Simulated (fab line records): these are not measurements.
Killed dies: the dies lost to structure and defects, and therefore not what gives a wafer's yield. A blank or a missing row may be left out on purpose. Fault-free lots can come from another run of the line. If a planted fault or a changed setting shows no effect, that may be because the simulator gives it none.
Comparing a struck lot with a sound one | flow n5 finfet | 40 out of 1938 route steps
Sound: these wafers, L793.1, L793.4, L793.6. Struck: wafer L804.2 (L804.1, L804.4, from the same lot, were not struck and are left out); the cause is given at the end.
For every step that has rows: the tool of each side, followed by ch and its chambers, followed by its first start. Under that, the readings that differ: sound wafers | struck wafers | difference of the means | sigmas: that difference in standard deviations of wafers without a fault.
alike: readings whose means differ by less than 2 such deviations, and words and numbers that are the same on both sides. not compared: withheld readings, readings that some wafer has no value for, bounds like >300 that may hide the same value, and numbers for which the record gives no deviation and whose values overlap.
A row with sigmas, a row that says differs or no value, or rows on one side alone: a step with any of these is where the two part. Numbers that don't overlap but have no deviation are shown without sigmas and don't part them. Lack of a reading on every wafer of one side parts them only where that side has two or more wafers.

first, 11 steps without rows for these wafers: N5_BEOL_M0_SAQP_SPACER1_ETCHBACK_99 (etches SiO2 in CHF3/O2, target depth 15.4 nm, time 7.7 s); N5_BEOL_M0_SAQP_MANDREL1_REMOVE_100 (chemistry HBr/Cl2/O2, target a-Si, stops on SiNx, bt time 10 s); N5_BEOL_M0_SAQP_ETCH_101 (etches SiNx in CH3F/O2, target depth 29.9 nm, time 42.7 s); N5_BEOL_M0_SAQP_ETCH_102 (etches SiO2 in CF4, target depth 4 nm, time 4.4 s); N5_BEOL_M0_SAQP_MANDREL_ETCH_103 (etches a-Si in HBr/Cl2, stops on SiCN, target depth 45 nm, bt time 10 s, time 27 s); N5_BEOL_M0_SAQP_RECESS_104 (chemistry HF/NH3, target SiO2, target depth 18 nm, afs cycles 3, sublimation time 60 s); N5_BEOL_M0_SAQP_COAT_105 (time 60 s, resist thk 100 nm); N5_BEOL_M0_SAQP_ETCH_106 (etches SOC in N2/H2, stops on SiNx, target depth 150 nm); N5_BEOL_M0_SAQP_ETCH_107 (etches SiNx in CH3F/O2, target depth 30 nm); N5_BEOL_M0_SAQP_STRIP_108 (strips in N2/H2); N5_BEOL_M0_SAQP_RECESS_109 (chemistry HF/NH3, target SiO2, target depth 3 nm, afs cycles 1, sublimation time 60 s).
N5_BEOL_M0_SAQP_SPACER2_ALD_26: deposits SiO2, target thk 15 nm, pulse time 1 s, purge time 2 s.
  sound on ald sin-04 ch 0,1,3, day 7 00:37; struck on ald sin-04 ch 1, day 9 16:10
  reading                                               | sound      | struck | difference | sigmas
  model.SiO2_of_BEOL_M0_SAQP_SPACER2_ALD_26.thk nm (nm) | 15 14.8 15 | 28.6   | +13.7      |
  alike: heater power w, precursor pulse height rel
then, 1 step without rows for these wafers: N5_BEOL_M0_SAQP_SPACER2_ETCHBACK_27 (etches SiO2 in CHF3/O2, target depth 22.5 nm, time 11.25 s).
N5_BEOL_M0_SAQP_MANDREL2_REMOVE_110: chemistry HBr/Cl2/O2, target a-Si, stops on SiCN, bt time 10 s.
  sound on rie si-01 ch 0,1,2, day 7 01:15; struck on rie si-06 ch 0, day 9 16:48
  reading                                               | sound          | struck | difference | sigmas
  model.SiO2_of_BEOL_M0_SAQP_SPACER2_ALD_26.thk nm (nm) | 10.6 10.4 10.6 | 24.2   | +13.7      |
  model.BEOL_M0_SAQP.cd nm (nm)                         | 14.8 14.8 15   | 28.6   | +13.7      |
  alike: HBr_flow_sccm, drypump motor current A, he backside leak sccm, oes product au, throttle valve pct
  not compared: rf hours counter h
N5_BEOL_M0_SAQP_CD_MEAS_29 targets a cd of 14.4 nm.
  sound on cd sem-03 ch 0, day 7 01:22; struck on cd sem-01 ch 0, day 9 16:55
  reading    | sound             | struck | difference | sigmas
  cd nm (nm) | 14.73 14.84 14.63 | 28.36  | +13.63     | +62
then, 23 steps without rows for these wafers: N5_BEOL_M0_SAQP_COAT_69 (time 60 s, resist thk 90 nm); N5_BEOL_M0_SAQP_COAT_72 (time 60 s, resist thk 15 nm); N5_BEOL_M0_SAQP_COAT_87 (time 60 s, resist thk 5 nm); N5_BEOL_M0_SAQP_COAT_34 (resist thk 30 nm); N5_BEOL_M0_SAQP_EBR_36; N5_BEOL_M0_SAQP_SOFTBAKE_35 (time 60 s); N5_BEOL_M0_SAQP_EXPOSE_37 (exposes mask M0 CUT1, target cd 30 nm); N5_BEOL_M0_SAQP_PEB_38 (peb time 60 s); N5_BEOL_M0_SAQP_DEVELOP_39 (develop time 30 s); N5_BEOL_M0_SAQP_DESCUM_45 (chemistry O2, time 7 s); N5_BEOL_M0_SAQP_ETCH_88 (etches underlayer in N2/H2, target depth 6.5 nm, time 5.2 s); N5_BEOL_M0_SAQP_ETCH_73 (etches SiARC in CF4, target depth 19.5 nm, time 32.5 s); N5_BEOL_M0_SAQP_CUT_ETCH_46 (etches SOC in N2/H2, target depth 135 nm, overetch 27 nm, time 202.5 s); N5_BEOL_M0_SAQP_STRIP_74 (strips in N2/H2); N5_BEOL_M0_SAQP_STRIP_89 (strips in N2/H2); N5_BEOL_M0_SAQP_ALD_48 (deposits SiO2, target thk 20 nm, pulse time 1 s, co reactant pulse time 1 s); N5_BEOL_M0_SAQP_ETCH_49 (etches SiO2 in CF4/O2, target depth 37 nm); N5_BEOL_M0_SAQP_STRIP_75 (strips in CF4); N5_BEOL_M0_CUTY_COAT_50 (time 60 s, resist thk 15 nm); N5_BEOL_M0_CUTY_COAT_51 (resist thk 150 nm); N5_BEOL_M0_CUTY_EBR_52; N5_BEOL_M0_CUTY_SOFTBAKE_53 (time 60 s); N5_BEOL_M0_CUTY_EXPOSE_54 (exposes mask M0 ABLK).
N5_BEOL_M4_RC_MEAS_101:
  the record has rows for the sound wafers here (prober-01 ch 0, day 9 02:30) and none for the struck ones
-- here the record skips 6 days between the struck wafers' starts before and after, leaving off in module BEOL_M4 and picking up in module PASSIVATION (first step shown: number 1936 of the route) --
N5_PASSIVATION_PROBE_49:
  only the struck wafers here have rows in the record (prober-02, day 16 03:53); the sound ones have none

WHERE THEY PART
At N5_BEOL_M0_SAQP_CD_MEAS_29 first; at N5_PASSIVATION_PROBE_49 last (within this record only).

WHY: the cause the simulator had injected
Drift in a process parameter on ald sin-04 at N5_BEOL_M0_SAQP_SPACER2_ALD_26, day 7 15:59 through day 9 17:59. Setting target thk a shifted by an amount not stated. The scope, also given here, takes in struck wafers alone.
